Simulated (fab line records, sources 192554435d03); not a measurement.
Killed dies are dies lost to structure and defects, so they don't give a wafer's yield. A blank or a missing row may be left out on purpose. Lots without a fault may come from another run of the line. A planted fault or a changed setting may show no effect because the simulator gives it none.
Chamber matching | flow n5_finfet | N5_BEOL_M8_PECVD_70 on pecvd-02: 3 sister chambers
The step deposits SiO2 from TEOS/O2, target thk 20 nm, time 22.7 s. 3 wafers are shown with their chamber, then 10 later ones without.

WAFERS WITH THEIR CHAMBER
wafer  | chamber | showerhead_plenum_p_Torr (Torr)
L085.2 | 0       | 8.80
L090.2 | 2       | 8.81
L090.3 | 1       | 8.74

WAFERS WITHOUT THEIR CHAMBER
wafer  | showerhead_plenum_p_Torr (Torr)
L090.6 | 8.81
L093.1 | 8.83
L093.3 | 8.80
L093.6 | 8.80
L094.1 | 8.80
L094.3 | 8.82
L094.4 | 8.78
L096.1 | 8.80
L096.5 | 8.78
L096.6 | 8.79

WHICH CHAMBER EACH WENT THROUGH
wafer  | from the rows above          | in truth
L090.6 | can't be placed: 2 or 0      | 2
L093.1 | can't be placed: 2 or 0      | 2
L093.3 | can't be placed: 0 or 2      | 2
L093.6 | can't be placed: 0 or 2      | 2
L094.1 | can't be placed: 0 or 2      | 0
L094.3 | can't be placed: 2 or 0      | 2
L094.4 | can't be placed: 0 or 2 or 1 | 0
L096.1 | can't be placed: 0 or 2      | 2
L096.5 | can't be placed: 0 or 2 or 1 | 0
L096.6 | can't be placed: 0 or 2      | 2
Placed correctly: 0 of 10. Can't be placed from these rows: 10 (the true chamber is among the candidates in 10). Placed wrongly: 0.
How it was worked out, from the rows above alone: a wafer's distance from a chamber is the root of the sum, over the readings, of the square of ((its reading less the chamber's mean) divided by the reading's scatter). The wafer belongs to the nearest chamber; if the next one is less than 2 further off, it can't be placed. A chamber's mean is the mean of its shown wafers. The scatter: with one shown wafer a chamber, the root of the mean of the squares of how far each hidden wafer lies from its nearest shown one.
